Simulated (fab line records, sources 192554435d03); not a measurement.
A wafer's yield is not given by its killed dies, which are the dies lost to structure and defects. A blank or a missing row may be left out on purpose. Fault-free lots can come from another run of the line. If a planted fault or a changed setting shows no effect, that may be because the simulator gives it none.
fab line records	flow n5-finfet	part 2 of 2: steps 5 to 6 of 6
record lots=22	wafers=66	last-day=17
route steps=1938 shown BEOL_M8@1396 BEOL_M9@1445 BEOL_M10@1484
lots untouched by any fault: they come from a run of this same line in which no faults occurred
start-h: hours from the record's opening day to when the first of the lot's shown wafers began	wait-h: how many hours have passed since the lot's step before this one	" unchanged from the row above	L1.1+2: a row that stands for several wafers	- value missing, or start not given	* or withheld: withheld	< > ~ a bound
route shown NAME@n: a module of which the file shows steps, and the number in the route of the first	usual: the fault-free wafers' mean and standard deviation	same: alike in all rows	chamber/n: place in a boat	sites: readings site by site	_std_site: how widely they spread, as a standard deviation	_edge_site: mean of outer sites minus mean of inner sites	radius-mm: for every site, how far away it sits from the centre of the wafer	mask NAME#n: copy n	behind: tool/chamber where the wafer was last shaped	hold: cause of the lot's hold/its duration in hours/its outcome	device: names the non-switching transistor (n, p or np)	end of line: tests of these same wafers at the route's end	a step with no rows: only its recipe	killed: the dies lost at the first sort to structure and to defects; this is not the yield of the wafer	map: dies across one wafer; x = killed, . = not, _ = none there
set.NAME: the run value of the setting; set.NAME@STEP: its run value at that earlier step	model.NAME: the simulator's own value behind a step, which no gauge read
one table for each step of the route and one row for each wafer, over a sample of lots
services: a tool's chamber out of use, with start hour (start-h, from the record's first day; less than 0 if before it), hours out, and reason
## steps
# step N5_BEOL_M10_ETCH_61
# recipe chemistry=CF4	target=SiARC	target-depth-a=390	mask-material=CAR-ArF	time-s=65	ion-energy-ev=80	pressure-mtorr=40	source-w=545	bias-w=36	Ar_flow_sccm=100	cf4-flow-sccm=100	ends=cleared
# usual chamber-pressure-mTorr=40.00/0.039	drypump-motor-current-A=5.9/0.35	etch-rf-on-time-s=64.9/1.3	oes-product-au=0.69/0.073	rf-vpp-V=184.2/1	showerhead-plenum-p-Torr=2.15/0.047	throttle-valve-pct=15.60/0.24
lot.wafer	tool	chamber	start-h	wait-h	chamber-pressure-mTorr	drypump-motor-current-A	etch-rf-on-time-s	oes-product-au	rf-hours-counter-h	rf-vpp-V	showerhead-plenum-p-Torr	throttle-valve-pct
L074.1	rie-diel-02	1	212.79	0.0	40.00	6.3	64.1	0.73	46	184.1	2.18	15.65
L074.2	"	0	"	"	40.02	5.9	63.8	0.64	173	183.8	2.12	15.72
L074.3	"	2	"	"	40.03	6.0	65.6	0.66	110	184.5	2.16	15.42
L075.2	rie-diel-02	1	216.11	0.0	40.05	6.3	64.7	0.72	48	185.5	2.18	15.66
L075.3	"	2	"	"	40.02	6.0	66.2	0.66	112	184.4	2.16	15.42
L075.6	"	2	"	"	40.01	6.0	66.3	0.66	-	185.1	2.16	15.42
L076.2	rie-diel-01	2	226.90	0.0	40.05	6.5	65.2	0.78	20	183.0	2.19	15.32
L076.5	"	1	"	"	40.07	5.8	64.6	0.78	-	184.3	2.18	15.41
L076.6	"	2	"	"	39.98	6.5	65.5	0.79	-	183.8	2.19	15.31
L077.1	rie-diel-04	1	227.35	0.0	40.07	6.6	66.9	0.69	79	183.6	2.07	15.52
L077.2	"	3	"	"	39.99	5.2	66.8	0.58	250	183.9	2.10	16.09
L077.5	"	0	"	"	39.96	5.9	63.8	0.75	-	183.5	2.17	15.06
L078.2	rie-diel-01	2	233.83	0.0	40.08	6.5	64.6	0.78	22	185.0	2.19	15.32
L078.4	"	0	"	"	40.02	5.9	68.0	0.59	233	183.3	2.03	16.03
L078.6	"	1	"	"	40.00	5.8	64.4	0.77	-	184.6	2.18	15.43
L079.1	rie-diel-04	2	242.53	0.0	40.01	5.4	64.1	0.83	4	183.5	2.21	15.53
L079.2	"	1	"	"	40.03	6.6	66.4	0.69	86	182.3	2.07	15.53
L079.4	"	0	"	"	40.01	5.9	63.1	0.75	-	186.0	2.17	15.09
L080.2	rie-diel-02	3	242.80	0.0	40.00	5.6	65.3	0.59	241	185.1	2.20	15.80
L080.3	"	0	"	"	39.95	5.9	63.6	0.63	186	184.1	2.11	15.76
L080.6	"	1	"	"	40.04	6.3	63.2	0.71	-	185.0	2.18	15.69
L082.2	rie-diel-01	1	258.45	0.0	39.98	5.8	65.3	0.76	43	185.8	2.18	15.45
L082.3	"	0	"	"	39.98	5.9	68.8	0.57	242	181.2	2.03	16.05
L082.6	"	3	"	"	39.99	5.6	63.6	0.66	-	183.6	2.15	16.00
L081.1	rie-diel-02	0	262.59	0.0	40.02	5.9	63.8	0.63	195	183.1	2.11	15.76
L081.3	"	2	"	"	39.90	6.0	65.2	0.65	119	185.2	2.16	15.42
L081.6	"	2	"	"	40.00	6.0	65.2	0.65	-	183.6	2.16	15.45
L083.3	rie-diel-01	3	263.51	0.0	39.97	5.6	63.5	0.66	156	182.9	2.15	16.00
L083.4	"	0	"	"	40.00	5.9	68.1	0.58	244	181.9	2.03	16.06
L083.5	"	3	"	"	39.95	5.6	63.0	0.66	-	182.9	2.15	15.99
L084.1	rie-diel-02	1	272.18	0.0	40.02	6.3	65.0	0.70	72	182.8	2.17	15.72
L084.2	"	2	"	"	40.04	6.0	65.6	0.65	123	183.8	2.16	15.43
L084.4	"	2	"	"	40.07	6.0	65.7	0.65	-	184.5	2.16	15.45
L086.2	rie-diel-02	2	275.63	0.0	39.99	6.0	66.1	0.65	125	184.2	2.16	15.46
L086.3	"	1	"	"	40.05	6.2	64.5	0.69	73	184.8	2.17	15.71
L086.4	"	2	"	"	39.99	6.0	65.2	0.65	-	185.1	2.16	15.44
L085.1	rie-diel-02	2	290.39	0.0	39.97	6.0	64.6	0.65	130	184.4	2.16	15.47
L085.4	"	1	"	"	40.07	6.2	63.9	0.69	78	183.5	2.17	15.73
L085.5	"	3	"	"	39.99	5.6	62.8	0.86	-	184.1	2.20	15.34
L087.4	rie-diel-04	1	291.03	0.0	40.02	6.6	66.7	0.67	106	183.4	2.06	15.56
L087.5	"	1	"	"	39.97	6.6	66.9	0.67	-	184.3	2.06	15.57
L087.6	"	2	"	"	39.97	5.4	64.8	0.79	-	185.8	2.20	15.57
L089.2	rie-diel-02	1	295.19	0.0	40.00	6.3	64.2	0.69	80	183.9	2.17	15.73
L089.3	"	0	"	"	40.03	5.9	64.3	0.61	208	183.0	2.11	15.78
L089.6	"	3	"	"	39.98	5.7	63.4	0.84	-	183.3	2.20	15.33
L088.2	rie-diel-04	3	295.23	0.0	39.96	5.2	64.8	0.78	18	182.9	2.10	15.65
L088.4	"	0	"	"	40.05	5.9	62.4	0.73	65	184.6	2.16	15.10
L088.6	"	3	"	"	39.96	5.2	64.7	0.78	-	181.6	2.10	15.67
L090.4	rie-diel-01	3	312.52	0.0	39.97	5.6	63.3	0.65	-	184.4	2.15	16.05
L090.5	"	2	"	"	40.03	6.4	65.5	0.73	-	184.0	2.17	15.39
L090.6	"	1	"	"	39.91	5.8	65.0	0.73	-	184.8	2.17	15.49
L091.1	rie-diel-04	1	320.63	0.0	39.98	6.6	66.2	0.65	116	183.4	2.06	15.59
L091.4	"	2	"	"	40.01	5.4	65.0	0.77	28	184.8	2.20	15.60
L091.5	"	2	"	"	40.00	5.4	64.8	0.78	-	183.9	2.20	15.59
L092.1	rie-diel-02	0	322.59	0.0	39.90	5.9	65.1	0.61	218	184.8	2.10	15.83
L092.2	"	2	"	"	39.99	6.0	66.7	0.63	141	184.6	2.15	15.47
L092.4	"	3	"	"	39.97	5.6	65.0	0.80	14	184.2	2.19	15.35
L094.4	rie-diel-01	0	335.31	0.0	39.97	5.9	65.5	0.81	8	184.0	2.27	15.60
L094.5	"	1	"	"	39.94	5.8	64.9	0.72	-	184.9	2.16	15.49
L094.6	"	0	"	"	39.96	5.9	65.8	0.80	-	184.9	2.27	15.58
L095.2	rie-diel-02	1	339.99	0.0	40.01	6.3	64.2	0.68	97	184.8	2.16	15.76
L095.3	"	3	"	"	39.99	5.6	63.8	0.80	18	186.2	2.19	15.36
L095.5	"	3	"	"	39.91	5.6	63.8	0.80	-	185.8	2.19	15.36
L097.3	rie-diel-02	3	349.02	0.0	40.02	5.6	63.4	0.80	21	184.5	2.19	15.38
L097.4	"	2	"	"	40.07	6.0	65.3	0.64	150	183.4	2.15	15.49
L097.6	"	3	"	"	39.99	5.6	63.8	0.80	-	185.2	2.19	15.36
# step N5_BEOL_M10_STRIP_67
# recipe chemistry=CF4	resist=SiARC	power-w=300	bias-power-w=75	pressure-mtorr=50	cf4-flow-sccm=150	rf-frequency-hz=6e+07
# usual chamber-pressure-mTorr=50.00/0.046	drypump-motor-current-A=5.9/0.34	oes-product-au=0.81/0.081	power-w=300.0/0.96	rf-vpp-V=271.3/1.1	showerhead-plenum-p-Torr=1.80/0.039	throttle-valve-pct=13.56/0.25
lot.wafer	tool	chamber	start-h	wait-h	chamber-pressure-mTorr	drypump-motor-current-A	oes-product-au	power-w	rf-hours-counter-h	rf-vpp-V	showerhead-plenum-p-Torr	throttle-valve-pct
L074.1	rie-diel-02	1	212.98	0.0	50.04	6.3	0.84	300.9	46	271.3	1.82	13.57
L074.2	"	0	"	"	50.06	5.9	0.73	300.4	173	271.9	1.77	13.69
L074.3	"	2	"	"	49.95	6.0	0.78	299.9	110	270.7	1.82	13.43
L075.2	rie-diel-02	1	216.31	0.0	49.94	6.3	0.84	300.1	48	270.9	1.82	13.58
L075.3	"	2	"	"	49.96	6.0	0.78	299.3	112	272.9	1.82	13.43
L075.6	"	2	"	"	50.00	6.0	0.79	298.4	-	271.0	1.82	13.44
L076.2	rie-diel-01	2	227.09	0.0	49.97	6.4	0.91	302.1	20	271.7	1.83	13.27
L076.5	"	1	"	"	50.04	5.8	0.90	299.9	-	271.7	1.82	13.35
L076.6	"	2	"	"	50.05	6.5	0.92	301.8	-	273.8	1.83	13.27
L077.1	rie-diel-04	1	227.55	0.0	49.98	6.6	0.82	300.9	79	269.8	1.73	13.49
L077.2	"	3	"	"	49.93	5.2	0.71	301.4	251	270.6	1.76	14.07
L077.5	"	0	"	"	50.01	5.9	0.88	300.1	-	272.1	1.81	13.01
L078.2	rie-diel-01	2	234.02	0.0	50.00	6.4	0.91	300.6	22	271.7	1.83	13.25
L078.4	"	0	"	"	50.06	5.9	0.71	300.0	233	268.3	1.71	14.07
L078.6	"	1	"	"	50.07	5.8	0.90	300.7	-	270.8	1.82	13.35
L079.1	rie-diel-04	2	242.73	0.0	50.02	5.4	0.97	298.7	4	272.2	1.85	13.47
L079.2	"	1	"	"	50.04	6.6	0.81	300.6	86	269.7	1.73	13.49
L079.4	"	0	"	"	49.95	5.9	0.87	300.4	-	273.0	1.81	13.04
L080.2	rie-diel-02	3	243.00	0.0	49.92	5.6	0.70	300.3	241	272.3	1.84	13.82
L080.3	"	0	"	"	49.97	5.9	0.73	299.4	186	269.8	1.77	13.75
L080.6	"	1	"	"	49.92	6.3	0.82	299.1	-	272.6	1.82	13.62
L082.2	rie-diel-01	1	258.65	0.0	50.02	5.8	0.88	299.0	43	271.7	1.82	13.38
L082.3	"	0	"	"	50.03	5.9	0.70	298.8	242	270.3	1.71	14.07
L082.6	"	3	"	"	50.07	5.6	0.77	300.6	-	271.2	1.80	13.94
L081.1	rie-diel-02	0	262.79	0.0	49.97	5.9	0.72	299.7	195	269.8	1.76	13.74
L081.3	"	2	"	"	49.96	6.0	0.77	300.3	119	271.0	1.82	13.45
L081.6	"	2	"	"	50.13	6.0	0.77	300.7	-	270.5	1.82	13.45
L083.3	rie-diel-01	3	263.71	0.0	49.91	5.6	0.77	300.9	156	271.5	1.80	13.93
L083.4	"	0	"	"	50.04	5.9	0.70	299.9	244	267.7	1.71	14.09
L083.5	"	3	"	"	50.06	5.6	0.77	299.5	-	271.5	1.80	13.96
L084.1	rie-diel-02	1	272.38	0.0	49.92	6.2	0.81	299.3	72	272.8	1.82	13.65
L084.2	"	2	"	"	50.00	6.0	0.77	300.8	123	269.8	1.82	13.46
L084.4	"	2	"	"	49.97	6.0	0.77	300.3	-	271.3	1.82	13.45
L086.2	rie-diel-02	2	275.82	0.0	49.95	6.0	0.76	300.4	125	270.2	1.82	13.47
L086.3	"	1	"	"	49.95	6.2	0.80	299.5	73	271.0	1.82	13.65
L086.4	"	2	"	"	49.94	6.1	0.77	299.7	-	270.2	1.82	13.47
L085.1	rie-diel-02	2	290.58	0.0	49.97	6.0	0.76	299.4	130	270.3	1.82	13.47
L085.4	"	1	"	"	50.09	6.3	0.80	298.2	78	272.2	1.81	13.66
L085.5	"	3	"	"	50.01	5.7	0.97	302.3	-	271.6	1.84	13.28
L087.4	rie-diel-04	1	291.23	0.0	49.93	6.6	0.79	300.7	106	269.5	1.73	13.55
L087.5	"	1	"	"	50.05	6.6	0.79	301.1	-	270.1	1.73	13.54
L087.6	"	2	"	"	50.00	5.4	0.93	298.8	-	272.3	1.85	13.50
L089.2	rie-diel-02	1	295.39	0.0	50.03	6.3	0.80	300.0	80	272.8	1.81	13.68
L089.3	"	0	"	"	50.00	5.9	0.71	300.9	208	271.0	1.76	13.79
L089.6	"	3	"	"	50.05	5.6	0.97	300.1	-	271.3	1.84	13.27
L088.2	rie-diel-04	3	295.43	0.0	49.96	5.2	0.91	300.9	18	270.1	1.76	13.56
L088.4	"	0	"	"	50.13	5.9	0.84	301.6	65	271.6	1.81	13.09
L088.6	"	3	"	"	49.99	5.2	0.91	299.9	-	270.5	1.76	13.57
L090.4	rie-diel-01	3	312.70	0.0	50.09	5.6	0.75	298.6	-	270.2	1.80	14.00
L090.5	"	2	"	"	50.07	6.4	0.86	297.9	-	272.6	1.82	13.33
L090.6	"	1	"	"	50.01	5.8	0.85	301.5	-	272.7	1.81	13.43
L091.1	rie-diel-04	1	320.83	0.0	49.98	6.5	0.78	301.3	116	270.4	1.72	13.54
L091.4	"	2	"	"	50.03	5.4	0.90	299.9	28	271.3	1.85	13.53
L091.5	"	2	"	"	50.03	5.3	0.91	299.2	-	271.1	1.85	13.51
L092.1	rie-diel-02	0	322.79	0.0	50.00	5.9	0.71	300.0	218	270.7	1.76	13.80
L092.2	"	2	"	"	49.98	6.0	0.75	299.1	141	272.5	1.81	13.49
L092.4	"	3	"	"	50.07	5.6	0.93	300.0	14	271.7	1.84	13.27
L094.4	rie-diel-01	0	335.50	0.0	50.00	5.9	0.94	301.6	8	272.0	1.91	13.55
L094.5	"	1	"	"	50.04	5.8	0.84	299.1	-	272.1	1.81	13.44
L094.6	"	0	"	"	50.04	6.0	0.94	300.4	-	274.1	1.91	13.56
L095.2	rie-diel-02	1	340.19	0.0	50.04	6.3	0.79	300.6	97	271.8	1.81	13.69
L095.3	"	3	"	"	50.04	5.6	0.93	300.2	19	272.0	1.83	13.32
L095.5	"	3	"	"	50.05	5.6	0.93	298.3	-	272.1	1.83	13.29
L097.3	rie-diel-02	3	349.22	0.0	49.97	5.6	0.91	299.6	22	272.5	1.83	13.30
L097.4	"	2	"	"	49.99	6.0	0.75	299.2	150	271.9	1.81	13.53
L097.6	"	3	"	"	50.05	5.6	0.92	300.4	-	271.4	1.83	13.32
## services
tool	chamber	start-h	hours	kind
pecvd-02	1	195.84	18.6	repair
rie-diel-03	2	214.25	38.8	repair
pecvd-01	1	216.41	5.0	repair
rie-diel-02	2	231.84	21.6	repair
pecvd-04	1	258.07	2.8	repair
rie-diel-02	3	264.19	-	clean
rie-diel-02	3	264.19	-	consumable-replace:focus-ring
rie-diel-02	3	264.19	19.1	scheduled-down
rie-diel-02	3	264.19	19.1	vent-cycle
rie-diel-04	2	265.77	9.3	repair
rie-diel-06	0	270.40	9.1	repair
rie-diel-05	2	270.47	12.0	repair
pecvd-04	-	277.54	5.4	repair
rie-diel-01	0	286.63	-	clean
rie-diel-01	0	286.63	-	consumable-replace:focus-ring
rie-diel-01	0	286.63	-	consumable-replace:showerhead
rie-diel-01	0	286.63	28.2	scheduled-down
rie-diel-01	0	286.63	28.2	vent-cycle
rie-diel-05	3	312.55	6.6	repair
rie-diel-05	2	317.23	1.2	repair
pecvd-02	-	317.75	2.8	pm
rie-diel-03	2	331.22	2.2	repair
pecvd-01	0	334.50	3.8	repair
pecvd-02	0	345.35	15.8	repair
